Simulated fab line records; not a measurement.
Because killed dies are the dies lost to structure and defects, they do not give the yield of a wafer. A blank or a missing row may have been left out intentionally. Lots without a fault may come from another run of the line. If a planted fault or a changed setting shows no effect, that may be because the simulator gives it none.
Split-lot experiment / flow n5-finfet / 39 wafers read across 7 lots, on a route 1938 steps long

== SPLIT DETAILS ==
At N5_SD_EPI_N_LINER_46 (material SiNx, target thk 3 nm), the setting target-thk-a was moved away from the recipe's 30 angstrom on 15 of the 39 wafers read, by +5.3% to +15.2%. For the rest of the wafers, this setting stayed at what the recipe calls for.

The reading is taken at the split's own step.

== THE READING ==
SiNx_of_SD_EPI_N_LINER_46.thk-nm (the simulator's own value, which no gauge read), in nm, at N5_SD_EPI_N_LINER_46 (material SiNx, target thk 3 nm). No usual value for it is given in the file.

wafer=L078.1; tool, chamber at the split=ald-sin-04, 3,0,0; target-thk-a as run, angstrom=32.57; against the recipe=+8.6%; SiNx_of_SD_EPI_N_LINER_46.thk-nm, nm=3.2; against lot-mates on the recipe=+0.2
wafer=L078.3; tool, chamber at the split=ald-sin-04, 3,0,0; target-thk-a as run, angstrom=32.57; against the recipe=+8.6%; SiNx_of_SD_EPI_N_LINER_46.thk-nm, nm=3.2; against lot-mates on the recipe=+0.2
wafer=L078.5; tool, chamber at the split=ald-sin-04, 3,0,0; target-thk-a as run, angstrom=32.57; against the recipe=+8.6%; SiNx_of_SD_EPI_N_LINER_46.thk-nm, nm=3.2; against lot-mates on the recipe=+0.2
wafer=L078.2; tool, chamber at the split=ald-sin-04, 2,1,1; target-thk-a as run, angstrom=30; against the recipe=recipe; SiNx_of_SD_EPI_N_LINER_46.thk-nm, nm=3; against lot-mates on the recipe=-
wafer=L078.4; tool, chamber at the split=ald-sin-04, 2,1,1; target-thk-a as run, angstrom=30; against the recipe=recipe; SiNx_of_SD_EPI_N_LINER_46.thk-nm, nm=3; against lot-mates on the recipe=-
wafer=L078.6; tool, chamber at the split=ald-sin-04, 2,1,1; target-thk-a as run, angstrom=30; against the recipe=recipe; SiNx_of_SD_EPI_N_LINER_46.thk-nm, nm=3; against lot-mates on the recipe=-
wafer=L081.2; tool, chamber at the split=ald-sin-04, 0,1,3; target-thk-a as run, angstrom=30; against the recipe=recipe; SiNx_of_SD_EPI_N_LINER_46.thk-nm, nm=3; against lot-mates on the recipe=-
wafer=L081.3; tool, chamber at the split=ald-sin-04, 0,1,3; target-thk-a as run, angstrom=30; against the recipe=recipe; SiNx_of_SD_EPI_N_LINER_46.thk-nm, nm=3; against lot-mates on the recipe=-
wafer=L081.4; tool, chamber at the split=ald-sin-04, 0,1,3; target-thk-a as run, angstrom=30; against the recipe=recipe; SiNx_of_SD_EPI_N_LINER_46.thk-nm, nm=3; against lot-mates on the recipe=-
wafer=L082.1; tool, chamber at the split=ald-sin-04, 0,3,2; target-thk-a as run, angstrom=34.08; against the recipe=+13.6%; SiNx_of_SD_EPI_N_LINER_46.thk-nm, nm=3.4; against lot-mates on the recipe=+0.4
wafer=L082.2; tool, chamber at the split=ald-sin-04, 0,3,2; target-thk-a as run, angstrom=34.08; against the recipe=+13.6%; SiNx_of_SD_EPI_N_LINER_46.thk-nm, nm=3.4; against lot-mates on the recipe=+0.4
wafer=L082.5; tool, chamber at the split=ald-sin-04, 0,3,2; target-thk-a as run, angstrom=34.08; against the recipe=+13.6%; SiNx_of_SD_EPI_N_LINER_46.thk-nm, nm=3.4; against lot-mates on the recipe=+0.4
wafer=L082.3; tool, chamber at the split=ald-sin-04, 1,2,1; target-thk-a as run, angstrom=30; against the recipe=recipe; SiNx_of_SD_EPI_N_LINER_46.thk-nm, nm=3; against lot-mates on the recipe=-
wafer=L082.4; tool, chamber at the split=ald-sin-04, 1,2,1; target-thk-a as run, angstrom=30; against the recipe=recipe; SiNx_of_SD_EPI_N_LINER_46.thk-nm, nm=3; against lot-mates on the recipe=-
wafer=L082.6; tool, chamber at the split=ald-sin-04, 1,2,1; target-thk-a as run, angstrom=30; against the recipe=recipe; SiNx_of_SD_EPI_N_LINER_46.thk-nm, nm=3; against lot-mates on the recipe=-
wafer=L083.1; tool, chamber at the split=ald-sin-04, 2,1,0,3,1,0; target-thk-a as run, angstrom=30; against the recipe=recipe; SiNx_of_SD_EPI_N_LINER_46.thk-nm, nm=3; against lot-mates on the recipe=-
wafer=L083.2; tool, chamber at the split=ald-sin-04, 2,1,0,3,1,0; target-thk-a as run, angstrom=30; against the recipe=recipe; SiNx_of_SD_EPI_N_LINER_46.thk-nm, nm=3; against lot-mates on the recipe=-
wafer=L083.3; tool, chamber at the split=ald-sin-04, 2,1,0,3,1,0; target-thk-a as run, angstrom=30; against the recipe=recipe; SiNx_of_SD_EPI_N_LINER_46.thk-nm, nm=3; against lot-mates on the recipe=-
wafer=L083.4; tool, chamber at the split=ald-sin-04, 2,1,0,3,1,0; target-thk-a as run, angstrom=30; against the recipe=recipe; SiNx_of_SD_EPI_N_LINER_46.thk-nm, nm=3; against lot-mates on the recipe=-
wafer=L083.5; tool, chamber at the split=ald-sin-04, 2,1,0,3,1,0; target-thk-a as run, angstrom=30; against the recipe=recipe; SiNx_of_SD_EPI_N_LINER_46.thk-nm, nm=3; against lot-mates on the recipe=-
wafer=L083.6; tool, chamber at the split=ald-sin-04, 2,1,0,3,1,0; target-thk-a as run, angstrom=30; against the recipe=recipe; SiNx_of_SD_EPI_N_LINER_46.thk-nm, nm=3; against lot-mates on the recipe=-
wafer=L092.1; tool, chamber at the split=ald-sin-03, 1,0,3; target-thk-a as run, angstrom=30; against the recipe=recipe; SiNx_of_SD_EPI_N_LINER_46.thk-nm, nm=3; against lot-mates on the recipe=-
wafer=L092.3; tool, chamber at the split=ald-sin-03, 1,0,3; target-thk-a as run, angstrom=30; against the recipe=recipe; SiNx_of_SD_EPI_N_LINER_46.thk-nm, nm=3; against lot-mates on the recipe=-
wafer=L092.6; tool, chamber at the split=ald-sin-03, 1,0,3; target-thk-a as run, angstrom=30; against the recipe=recipe; SiNx_of_SD_EPI_N_LINER_46.thk-nm, nm=3; against lot-mates on the recipe=-
wafer=L092.2; tool, chamber at the split=ald-sin-03, 2,3,0; target-thk-a as run, angstrom=34.55; against the recipe=+15.2%; SiNx_of_SD_EPI_N_LINER_46.thk-nm, nm=3.4; against lot-mates on the recipe=+0.4
wafer=L092.4; tool, chamber at the split=ald-sin-03, 2,3,0; target-thk-a as run, angstrom=34.55; against the recipe=+15.2%; SiNx_of_SD_EPI_N_LINER_46.thk-nm, nm=3.4; against lot-mates on the recipe=+0.4
wafer=L092.5; tool, chamber at the split=ald-sin-03, 2,3,0; target-thk-a as run, angstrom=34.55; against the recipe=+15.2%; SiNx_of_SD_EPI_N_LINER_46.thk-nm, nm=3.4; against lot-mates on the recipe=+0.4
wafer=L094.1; tool, chamber at the split=ald-sin-03, 1,3,1; target-thk-a as run, angstrom=30; against the recipe=recipe; SiNx_of_SD_EPI_N_LINER_46.thk-nm, nm=3; against lot-mates on the recipe=-
wafer=L094.3; tool, chamber at the split=ald-sin-03, 1,3,1; target-thk-a as run, angstrom=30; against the recipe=recipe; SiNx_of_SD_EPI_N_LINER_46.thk-nm, nm=3; against lot-mates on the recipe=-
wafer=L094.6; tool, chamber at the split=ald-sin-03, 1,3,1; target-thk-a as run, angstrom=30; against the recipe=recipe; SiNx_of_SD_EPI_N_LINER_46.thk-nm, nm=3; against lot-mates on the recipe=-
wafer=L094.2; tool, chamber at the split=ald-sin-03, 0,2,2; target-thk-a as run, angstrom=31.6; against the recipe=+5.3%; SiNx_of_SD_EPI_N_LINER_46.thk-nm, nm=3.2; against lot-mates on the recipe=+0.2
wafer=L094.4; tool, chamber at the split=ald-sin-03, 0,2,2; target-thk-a as run, angstrom=31.6; against the recipe=+5.3%; SiNx_of_SD_EPI_N_LINER_46.thk-nm, nm=3.2; against lot-mates on the recipe=+0.2
wafer=L094.5; tool, chamber at the split=ald-sin-03, 0,2,2; target-thk-a as run, angstrom=31.6; against the recipe=+5.3%; SiNx_of_SD_EPI_N_LINER_46.thk-nm, nm=3.2; against lot-mates on the recipe=+0.2
wafer=L097.1; tool, chamber at the split=ald-sin-04, 2,0,2; target-thk-a as run, angstrom=32.81; against the recipe=+9.4%; SiNx_of_SD_EPI_N_LINER_46.thk-nm, nm=3.2; against lot-mates on the recipe=+0.2
wafer=L097.3; tool, chamber at the split=ald-sin-04, 2,0,2; target-thk-a as run, angstrom=32.81; against the recipe=+9.4%; SiNx_of_SD_EPI_N_LINER_46.thk-nm, nm=3.2; against lot-mates on the recipe=+0.2
wafer=L097.5; tool, chamber at the split=ald-sin-04, 2,0,2; target-thk-a as run, angstrom=32.81; against the recipe=+9.4%; SiNx_of_SD_EPI_N_LINER_46.thk-nm, nm=3.2; against lot-mates on the recipe=+0.2
wafer=L097.2; tool, chamber at the split=ald-sin-04, 3,1,1; target-thk-a as run, angstrom=30; against the recipe=recipe; SiNx_of_SD_EPI_N_LINER_46.thk-nm, nm=3; against lot-mates on the recipe=-
wafer=L097.4; tool, chamber at the split=ald-sin-04, 3,1,1; target-thk-a as run, angstrom=30; against the recipe=recipe; SiNx_of_SD_EPI_N_LINER_46.thk-nm, nm=3; against lot-mates on the recipe=-
wafer=L097.6; tool, chamber at the split=ald-sin-04, 3,1,1; target-thk-a as run, angstrom=30; against the recipe=recipe; SiNx_of_SD_EPI_N_LINER_46.thk-nm, nm=3; against lot-mates on the recipe=-
Rows listing several chambers each stand for several wafers; the file does not say which wafer went through which chamber.

THE FIT
A straight line over all 39 wafers: SiNx_of_SD_EPI_N_LINER_46.thk-nm changes by +0.0266 nm for each +1% of target-thk-a; r = +0.99; the points scatter about the line by 0.026 nm.
The same after taking each lot's own level away (the mean of its wafers on the recipe; 39 wafers): +0.0266 nm for each +1%; r = +0.99; scatter 0.026 nm.
According to that fit, moving target-thk-a by its largest amount changes the reading by 0.4 nm.
The lots' own levels span 3.00 to 3.00 nm.
Consequently the slope shifts little with the lot-to-lot level, the two slopes agreeing.
Check: with one of the wafers moved furthest among these (+15.2%) left out of the fit, the line predicts +0.406 nm for it against its lot-mates. Against them it came out at +0.4 nm.

== THESE WAFERS: OTHER SPLITS ==
These wafers also went through other splits before the reading. Each is held against what the fit with the lots' levels taken away leaves over:
other split on the same wafers=N5_DUMMY_GATE_ETCH_37 source-w; wafers away from the commonest value=12; r with SiNx_of_SD_EPI_N_LINER_46.thk-nm (lot level and that fit taken away)=-0.04

== THE FILE'S OWN FIT ==
SiNx_of_SD_EPI_N_LINER_46.thk-nm changes by +0.0267 nm for each +1% of target-thk-a, r = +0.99.
